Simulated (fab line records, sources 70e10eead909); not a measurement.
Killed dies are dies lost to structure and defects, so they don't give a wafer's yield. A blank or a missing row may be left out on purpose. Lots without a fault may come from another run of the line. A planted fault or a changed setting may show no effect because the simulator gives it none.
One fault seen from 3 desks | flow nand_harc | each desk has only its own numbers; what lay behind them comes last

THE TOOL OWNER'S DESK: pvd_sputter-03
The tool's own readings at NHARC_P_BONDPAD_PVD_27 (deposits Cu, target thk 30 nm, time 20.49 s): means of the sampled wafers that have a number, for each lot that ran on this tool. A lot is out of limits, marked OUT, if its mean lies more than 4 standard deviations from the usual mean; the brackets give that distance.
Columns: A = throttle_valve_pct at NHARC_P_BONDPAD_PVD_27, usual 30.4 %
lot  | first seen here | A
L214 | day 8 05:31     | 30.3
L215 | day 8 17:41     | 30.2
L217 | day 9 14:08     | 30.2
L225 | day 13 02:34    | 30.6
L224 | day 13 03:40    | 30.7
L226 | day 13 22:22    | 30.5
L228 | day 14 14:30    | 30.8
L229 | day 15 07:29    | 30.8
This desk's finding: nothing out of limits on any of the 8 lots.

THE DEFECT DESK
What the inspections along the route counted, lot by lot: means of the sampled wafers that have a number. A lot is out of limits, marked OUT, if its mean lies more than 4 standard deviations from the usual mean; the brackets give that distance.
Columns: A = raw_defect_count at NHARC_THIN_TSV_INSPECT_40, usual 567
lot  | first seen here | A
L214 | day 25 15:38    | 666
L215 | day 25 19:29    | 574
L212 | day 26 00:50    | 709
L217 | day 27 07:15    | 579
L225 | day 30 09:12    | 497
L224 | day 30 09:13    | 571
L226 | day 31 19:50    | 513
L227 | day 31 19:50    | 597
L228 | day 32 04:53    | 606
L230 | day 32 14:26    | 616
L231 | day 32 14:26    | 612
L229 | day 33 01:35    | 543
L233 | day 33 17:31    | 531
This desk's finding: nothing out of limits on any of the 13 lots.

THE METROLOGY DESK
What the gauges read, lot by lot, whatever tool the lot ran on: means of the sampled wafers that have a number. A lot is out of limits, marked OUT, if its mean lies more than 4 standard deviations from the usual mean; the brackets give that distance.
Columns: A = cd_nm at NHARC_THIN_TSV_CD_MEAS_33, usual 4999.9 nm
lot  | first seen here | A
L214 | day 25 10:46    | 4998.4
L215 | day 25 13:12    | 4998.8
L212 | day 25 18:49    | 5000.9
L217 | day 27 01:13    | 5001.5
L225 | day 30 03:11    | 4998.7
L224 | day 30 04:36    | 4998.6
L227 | day 31 13:49    | 4999.6
L226 | day 31 15:07    | 4998.5
L228 | day 31 22:56    | 4999.9
L231 | day 32 08:24    | 5002.7
L230 | day 32 09:40    | 5000.9
L229 | day 32 21:04    | 5000.7
L233 | day 33 09:51    | 5002.1
This desk's finding: nothing out of limits on any of the 13 lots.

PUT TOGETHER
The tool owner's desk saw nothing out of limits.
The defect desk saw nothing out of limits.
The metrology desk saw nothing out of limits.

WHAT THE SIMULATOR HAD PUT IN
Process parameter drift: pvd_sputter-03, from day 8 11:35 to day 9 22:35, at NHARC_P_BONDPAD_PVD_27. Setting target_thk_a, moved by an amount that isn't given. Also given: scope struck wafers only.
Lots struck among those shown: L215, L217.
